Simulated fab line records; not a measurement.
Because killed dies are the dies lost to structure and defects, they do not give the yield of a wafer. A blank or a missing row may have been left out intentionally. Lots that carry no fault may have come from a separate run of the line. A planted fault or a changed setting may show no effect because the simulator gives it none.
What tool caused it? -- flow nand-harc -- 14 lots, 42 wafers sampled, at 2 steps of a route of 1302

== WHAT THE GAUGES SHOWED, per wafer ==
NHARC_A_BLC_CD_MEAS_10: the cd target is 100 nm. Usual: cd-nm 100.2 nm, standard deviation 0.61.
lot,measured,on,cd-nm (nm),flag
L884,day 23 09:16,cd-sem-01,100.3 99.8 100.1,
L886,day 23 16:25,cd-sem-01,99.8 100.4 100.8,
L888,day 24 20:43,cd-sem-02,100.7 100.6 100.4,
L889,day 25 19:11,cd-sem-02,100.2 99.9 99.2,
L890,day 26 14:16,cd-sem-01,99.9 100.2 99.4,
L892,day 26 20:50,cd-sem-02,101.1 100.7 100.8,
L895,day 27 13:12,cd-sem-02,99.9 99.3 99.4,
L900,day 29 18:26,cd-sem-02,101.0 100.5 100.6,
L899,day 29 20:29,cd-sem-02,99.7 99.8 99.0,
L903,day 31 03:08,cd-sem-01,100.2 100.3 100.5,
L902,day 31 13:05,cd-sem-03,99.4 99.5 100.2,
L905,day 31 16:24,cd-sem-02,100.4 99.4 101.2,
L904,day 31 18:58,cd-sem-01,100.2 99.9 100.4,
L906,day 32 17:41,cd-sem-01,100.2 99.9 99.6,

== TOOL THAT RAN EACH LOT (tool first, then ch and the chambers of the sampled wafers, then the start) ==
lot,NHARC_A_CONTACT_ETCH_30
L884,"rie-diel-08 ch 0,3, day 23 09:16 or earlier"
L886,"rie-diel-08 ch 0,2,3, day 23 16:25 or earlier"
L888,"rie-diel-08 ch 0,2, day 24 20:43 or earlier"
L889,"rie-diel-08 ch 0,2,3, day 25 19:11 or earlier"
L890,"rie-diel-08 ch 0,1, day 26 14:16 or earlier"
L892,"rie-diel-08 ch 0,1,2, day 26 20:50 or earlier"
L895,"rie-diel-08 ch 1,2,3, day 27 13:12 or earlier"
L900,"rie-diel-02 ch 0,1,3, day 29 18:26 or earlier"
L899,"rie-diel-08 ch 0,2,3, day 29 20:29 or earlier"
L903,"rie-diel-08 ch 2,3, day 31 03:08 or earlier"
L902,"rie-diel-02 ch 0,1,2, day 31 13:05 or earlier"
L905,"rie-diel-03 ch 0,1,2, day 31 16:24 or earlier"
L904,"rie-diel-08 ch 0,1,3, day 31 18:58 or earlier"
L906,"rie-diel-08 ch 0,1,2, day 32 17:41 or earlier"
- NHARC_A_CONTACT_ETCH_30: etches the open film in CF4/CHF3, target depth 72.6 nm, time 36.3 s.

== AS READ BY THE TOOLS THEMSELVES (means over the sampled wafers that have a number; for cases with no such wafer, the mark the record gives instead) ==
NHARC_A_CONTACT_ETCH_30. Usual: bias-w 200.0 W, standard deviation 0.61; drypump-motor-current-A 5.8 A, standard deviation 0.34; oes-product-au 0.932 a.u., standard deviation 0.018; rf-vpp-V 369.6 V, standard deviation 1.5; showerhead-plenum-p-Torr 1.54 Torr, standard deviation 0.041; throttle-valve-pct 16.803 %, standard deviation 0.0086.
lot,tool,bias-w (W),drypump-motor-current-A (A),oes-product-au (a.u.),rf-vpp-V (V),showerhead-plenum-p-Torr (Torr),throttle-valve-pct (%),flag
L884,rie-diel-08,200.5,6.1,0.935,368.1,1.52,16.803,
L886,rie-diel-08,199.9,6.0,0.936,369.1,1.53,16.806,
L888,rie-diel-08,200.0,5.9,0.946,368.9,1.53,16.801,
L889,rie-diel-08,199.7,6.0,0.968,369.2,1.53,16.797,
L890,rie-diel-08,199.5,5.9,0.921,369.2,1.53,16.800,
L892,rie-diel-08,200.2,5.9,0.920,369.9,1.53,16.802,
L895,rie-diel-08,199.7,6.0,0.924,368.6,1.53,16.803,
L900,rie-diel-02,199.9,5.5,0.918,370.1,1.58,16.804,
L899,rie-diel-08,200.7,6.0,0.934,368.9,1.52,16.802,
L903,rie-diel-08,199.7,6.1,0.925,369.0,1.52,16.810,
L902,rie-diel-02,200.0,5.5,0.918,371.6,1.59,16.799,
L905,rie-diel-03,200.0,5.8,0.920,371.9,1.60,16.802,
L904,rie-diel-08,199.7,6.0,0.979,369.8,1.52,16.798,
L906,rie-diel-08,199.9,5.9,0.918,368.6,1.52,16.802,

== THE ANSWER, worked out from the rows above alone ==
Rule: a lot counts as off when the mean over its wafers that have a number is more than 3 standard deviations away from the usual mean. A lot without any number at a reading at which 4 lots or more have one is off too. The other lots that the step has rows for count as sound. The gauges are gone through in route order, then the tools' own readings, and for those a lot's mean is taken as printed above. The first step at which some lot is off is used, and at that step the reading that is off furthest; a lot without a number counts as furthest.
None of the lots is off at any reading shown; this tells nothing.

== WHAT THE SIMULATOR HAD PUT IN ==
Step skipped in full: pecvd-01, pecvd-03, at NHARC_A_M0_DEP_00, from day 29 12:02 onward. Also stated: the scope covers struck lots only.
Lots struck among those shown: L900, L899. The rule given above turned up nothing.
